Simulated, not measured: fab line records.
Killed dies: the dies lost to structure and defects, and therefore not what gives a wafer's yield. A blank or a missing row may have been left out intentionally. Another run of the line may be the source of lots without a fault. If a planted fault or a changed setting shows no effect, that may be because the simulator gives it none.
Chamber matching ; flow nandHarc ; NHARC_A_CHANNEL_HOLE_D2_DEP_01 on pecvd-04: 3 sister chambers
The step deposits SiON, target thk 140 nm. 3 wafers are shown with their chamber, then 10 later ones without.

## WAFERS WITH THEIR CHAMBER
wafer;chamber;showerheadVppV (V)
L342.3;0;1097
L344.3;1;1152
L344.4;2;1158

## WAFERS MISSING THEIR CHAMBER
wafer;showerheadVppV (V)
L344.5;1107
L355.3;1148
L355.5;1158
L355.6;1153
L357.4;1147
L357.5;1151
L357.6;1154
L358.1;1115
L358.4;1143
L358.6;1130

## THE CHAMBER EACH PASSED THROUGH
wafer;from the rows above;in truth
L344.5;0;0
L355.3;can't be placed: 1 or 2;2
L355.5;can't be placed: 2 or 1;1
L355.6;can't be placed: 1 or 2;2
L357.4;can't be placed: 1 or 2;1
L357.5;can't be placed: 1 or 2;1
L357.6;can't be placed: 1 or 2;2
L358.1;can't be placed: 0 or 1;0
L358.4;can't be placed: 1 or 2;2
L358.6;can't be placed: 1 or 2 or 0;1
Placed correctly: 1 of 10. From these rows, 9 cannot be placed; in 9 the true chamber is one of the candidates. Placed wrongly: 0.
How it was worked out, from the rows above alone: a wafer's distance from a chamber is the root of the sum, over the readings, of the square of ((its reading less the chamber's mean) divided by the reading's scatter). The wafer belongs to the nearest chamber; if the next one is less than 2 further off, it can't be placed. For every chamber, the mean is computed from those of its wafers that are shown. The scatter (one wafer shown for each chamber): square how far every hidden wafer sits from the nearest shown wafer, average those squares and take the square root.
